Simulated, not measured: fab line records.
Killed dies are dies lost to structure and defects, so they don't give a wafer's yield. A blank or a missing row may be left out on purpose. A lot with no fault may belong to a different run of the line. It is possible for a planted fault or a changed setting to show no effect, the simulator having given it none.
Lot-split experiment :: flow n5 finfet :: 21 wafers read from 7 lots, route of 1938 steps

== THE SPLIT ==
At N5_BEOL_M11_VIA_ETCH_34 (etches SiCOH lowk in C4F6/O2, target depth 184.5 nm, time 69.2 s), the setting time s was moved away from the recipe's 69.2 s on 10 of the 21 wafers read, by -11.6% to +20.7%. The other wafers ran this setting at the recipe's value.

The split's own step is where the reading is taken.

== THE READING ==
SOC_of_BEOL_M11_COAT_63.thk nm (the simulator's own value, which no gauge read), in nm, at N5_BEOL_M11_VIA_ETCH_34 (etches SiCOH lowk in C4F6/O2, target depth 184.5 nm, time 69.2 s). There is no usual value for it anywhere in the file. Here, 11 wafers ran the recipe; their average is 92.0 nm with a standard deviation of 0.27 nm.

wafer: L076.1
tool, chamber at the split: rie diel-04, 0
time s as run, s: 69.2
against the recipe: recipe
SOC_of_BEOL_M11_COAT_63.thk nm, nm: 91.8
against lot-mates on the recipe: -

wafer: L076.5
tool, chamber at the split: rie diel-04, 2
time s as run, s: 83.51
against the recipe: +20.7%
SOC_of_BEOL_M11_COAT_63.thk nm, nm: 90.4
against lot-mates on the recipe: -1.4

wafer: L076.6
tool, chamber at the split: rie diel-04, 3
time s as run, s: 83.51
against the recipe: +20.7%
SOC_of_BEOL_M11_COAT_63.thk nm, nm: 90.2
against lot-mates on the recipe: -1.6

wafer: L080.4
tool, chamber at the split: rie diel-03, 2
time s as run, s: 79.55
against the recipe: +15.0%
SOC_of_BEOL_M11_COAT_63.thk nm, nm: 90.2
against lot-mates on the recipe: -1.6

wafer: L080.5
tool, chamber at the split: rie diel-03, 3
time s as run, s: 79.55
against the recipe: +15.0%
SOC_of_BEOL_M11_COAT_63.thk nm, nm: 90.4
against lot-mates on the recipe: -1.4

wafer: L080.6
tool, chamber at the split: rie diel-03, 2
time s as run, s: 69.2
against the recipe: recipe
SOC_of_BEOL_M11_COAT_63.thk nm, nm: 91.8
against lot-mates on the recipe: -

wafer: L082.3
tool, chamber at the split: rie diel-03, 0
time s as run, s: 69.2
against the recipe: recipe
SOC_of_BEOL_M11_COAT_63.thk nm, nm: 92.4
against lot-mates on the recipe: -

wafer: L082.4
tool, chamber at the split: rie diel-03, 2
time s as run, s: 69.2
against the recipe: recipe
SOC_of_BEOL_M11_COAT_63.thk nm, nm: 92.2
against lot-mates on the recipe: -

wafer: L082.6
tool, chamber at the split: rie diel-03, 0
time s as run, s: 61.36
against the recipe: -11.3%
SOC_of_BEOL_M11_COAT_63.thk nm, nm: 93.2
against lot-mates on the recipe: +0.9

wafer: L083.3
tool, chamber at the split: rie diel-03, 3
time s as run, s: 80.93
against the recipe: +17.0%
SOC_of_BEOL_M11_COAT_63.thk nm, nm: 90.6
against lot-mates on the recipe: -1.4

wafer: L083.4
tool, chamber at the split: rie diel-03, 1
time s as run, s: 80.93
against the recipe: +17.0%
SOC_of_BEOL_M11_COAT_63.thk nm, nm: 90.4
against lot-mates on the recipe: -1.6

wafer: L083.5
tool, chamber at the split: rie diel-03, 2
time s as run, s: 69.2
against the recipe: recipe
SOC_of_BEOL_M11_COAT_63.thk nm, nm: 92
against lot-mates on the recipe: -

wafer: L084.1
tool, chamber at the split: rie diel-04, 3
time s as run, s: 61.2
against the recipe: -11.6%
SOC_of_BEOL_M11_COAT_63.thk nm, nm: 93
against lot-mates on the recipe: +0.9

wafer: L084.3
tool, chamber at the split: rie diel-04, 0
time s as run, s: 69.2
against the recipe: recipe
SOC_of_BEOL_M11_COAT_63.thk nm, nm: 92.2
against lot-mates on the recipe: -

wafer: L084.6
tool, chamber at the split: rie diel-04, 1
time s as run, s: 69.2
against the recipe: recipe
SOC_of_BEOL_M11_COAT_63.thk nm, nm: 92
against lot-mates on the recipe: -

wafer: L085.1
tool, chamber at the split: rie diel-04, 1
time s as run, s: 69.2
against the recipe: recipe
SOC_of_BEOL_M11_COAT_63.thk nm, nm: 91.4
against lot-mates on the recipe: -

wafer: L085.3
tool, chamber at the split: rie diel-04, 2
time s as run, s: 69.2
against the recipe: recipe
SOC_of_BEOL_M11_COAT_63.thk nm, nm: 91.8
against lot-mates on the recipe: -

wafer: L085.6
tool, chamber at the split: rie diel-04, 1
time s as run, s: 69.2
against the recipe: recipe
SOC_of_BEOL_M11_COAT_63.thk nm, nm: 91.8
against lot-mates on the recipe: -

wafer: L096.3
tool, chamber at the split: rie diel-04, 0
time s as run, s: 80.74
against the recipe: +16.7%
SOC_of_BEOL_M11_COAT_63.thk nm, nm: 90.2
against lot-mates on the recipe: -2.0

wafer: L096.5
tool, chamber at the split: rie diel-04, 1
time s as run, s: 69.2
against the recipe: recipe
SOC_of_BEOL_M11_COAT_63.thk nm, nm: 92.2
against lot-mates on the recipe: -

wafer: L096.6
tool, chamber at the split: rie diel-04, 2
time s as run, s: 80.74
against the recipe: +16.7%
SOC_of_BEOL_M11_COAT_63.thk nm, nm: 90.4
against lot-mates on the recipe: -1.8

FIT RESULTS
A straight line over all 21 wafers: SOC_of_BEOL_M11_COAT_63.thk nm changes by -0.0928 nm for each +1% of time s; r = -0.97; the points scatter about the line by 0.25 nm.
The same after taking each lot's own level away (the mean of its wafers on the recipe; 21 wafers): -0.088 nm for each +1%; r = -0.97; scatter 0.21 nm.
According to that fit, moving time s by its largest amount changes the reading by 1.8 nm.
From 91.67 to 92.30 nm: that is the span of the lots' own levels, equal to 2.4 times the standard deviation above.
Consequently the slope shifts little with the lot-to-lot level, the two slopes agreeing.
Check: for one of the wafers moved furthest among these (+20.7%), held out of the fit, the line's prediction against its lot-mates is -1.95 nm. Against them it came out at -1.4 nm.

== THE WHOLE CHAIN: every reading that the file lists as answering this split, in the file's order ==
step: N5_BEOL_M11_VIA_ETCH_34
what it does: etches SiCOH lowk in C4F6/O2, target depth 184.5 nm, time 69.2 s
reading: etch.depth nm (the simulator's own value, which no gauge read)
change (the file's fit): +1.87 nm for each +1% of the setting
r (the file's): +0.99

step: N5_BEOL_M11_VIA_ETCH_34
what it does: etches SiCOH lowk in C4F6/O2, target depth 184.5 nm, time 69.2 s
reading: SOC_of_BEOL_M11_COAT_63.thk nm (the simulator's own value, which no gauge read)
change (the file's fit): -0.0887 nm for each +1% of the setting
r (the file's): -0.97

== FILE'S OWN FIT ==
SOC_of_BEOL_M11_COAT_63.thk nm changes by -0.0887 nm for each +1% of time s, r = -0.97.
